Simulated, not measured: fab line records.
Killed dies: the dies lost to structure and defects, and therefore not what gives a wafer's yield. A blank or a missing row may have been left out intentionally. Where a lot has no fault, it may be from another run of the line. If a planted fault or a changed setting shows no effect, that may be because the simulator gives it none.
Matching of chambers -- flow n5_finfet -- 3 sister chambers for N5_BEOL_M0_CO_CAP_123 on cvd_co-01
The step material Co, precursor CCTBA/H2, target thk 2 nm, time 102.1 s. 33 wafers are shown with their chamber, then 12 later ones without.

== WAFERS PAIRED WITH THEIR CHAMBERS ==
wafer,chamber,heater_power_w (W)
L074.2,1,200
L074.3,2,230
L074.4,1,199
L075.3,0,205
L075.5,1,201
L075.6,0,212
L076.2,2,227
L076.5,2,227
L076.6,1,200
L077.2,1,195
L077.5,0,212
L077.6,1,200
L078.1,2,229
L078.3,1,198
L078.6,1,205
L081.2,1,199
L081.4,0,215
L081.6,1,198
L084.3,2,233
L084.4,1,200
L084.5,2,226
L086.1,0,215
L086.2,1,194
L086.4,2,235
L087.2,1,200
L087.3,2,227
L087.6,1,200
L088.1,2,232
L088.2,1,202
L088.4,1,200
L091.1,1,197
L091.3,2,232
L091.4,1,201

SIGNATURES (averages over the wafers above)
reading,chamber 0,chamber 1,chamber 2,scatter within a chamber
heater_power_w,211.80,199.39,229.80,2.93
Rule: a wafer's distance from a chamber is the root of the sum, over the readings, of the square of ((its reading less the chamber's mean) divided by the reading's scatter). If the next closest chamber is less than 2 further off than the closest, the wafer can't be placed; otherwise it belongs to the closest. The scatter is the square root of a quotient: the sum, over the shown wafers, of each reading's squared deviation from its chamber's mean, divided by wafers minus chambers.

== WAFERS MISSING THEIR CHAMBER ==
wafer,heater_power_w (W)
L092.2,200
L092.4,203
L092.6,226
L094.2,222
L094.3,208
L094.5,199
L095.1,197
L095.2,212
L095.4,233
L096.2,212
L096.3,198
L096.4,213

== CHAMBER TAKEN BY EACH ==
wafer,from the rows above,in truth
L092.2,1,1
L092.4,can't be placed: 1 or 0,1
L092.6,2,2
L094.2,can't be placed: 2 or 0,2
L094.3,can't be placed: 0 or 1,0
L094.5,1,1
L095.1,1,1
L095.2,0,0
L095.4,2,2
L096.2,0,0
L096.3,1,1
L096.4,0,0
Correctly placed: 9 of 12. Can't be placed from these rows: 3 (the true chamber is among the candidates in 3). 0 placed wrongly.
